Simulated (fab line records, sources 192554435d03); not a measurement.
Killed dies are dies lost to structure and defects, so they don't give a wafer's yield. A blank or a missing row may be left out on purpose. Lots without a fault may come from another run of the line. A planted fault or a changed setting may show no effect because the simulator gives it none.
Chamber matching | flow n5_finfet | N5_BEOL_M9_ALD_74 on ald_metal-01: 4 sister chambers
The step deposits TaN, target thk 2 nm, pulse time 2 s, purge time 3 s. 4 wafers are shown with their chamber, then 8 later ones without.

WAFERS WITH THEIR CHAMBER
wafer  | chamber | heater_power_w (W)
L075.4 | 0       | 395
L081.5 | 3       | 412
L090.5 | 2       | 351
L091.2 | 1       | 512

WAFERS WITHOUT THEIR CHAMBER
wafer  | heater_power_w (W)
L091.4 | 404
L091.5 | 365
L095.3 | 404
L095.4 | 417
L095.5 | 355
L097.1 | 357
L097.2 | 397
L097.3 | 520

WHICH CHAMBER EACH WENT THROUGH
wafer  | from the rows above     | in truth
L091.4 | can't be placed: 3 or 0 | 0
L091.5 | 2                       | 2
L095.3 | can't be placed: 3 or 0 | 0
L095.4 | 3                       | 3
L095.5 | 2                       | 2
L097.1 | 2                       | 2
L097.2 | can't be placed: 0 or 3 | 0
L097.3 | 1                       | 1
Placed correctly: 5 of 8. Can't be placed from these rows: 3 (the true chamber is among the candidates in 3). Placed wrongly: 0.
How it was worked out, from the rows above alone: a wafer's distance from a chamber is the root of the sum, over the readings, of the square of ((its reading less the chamber's mean) divided by the reading's scatter). The wafer belongs to the nearest chamber; if the next one is less than 2 further off, it can't be placed. A chamber's mean is the mean of its shown wafers. The scatter: with one shown wafer a chamber, the root of the mean of the squares of how far each hidden wafer lies from its nearest shown one.
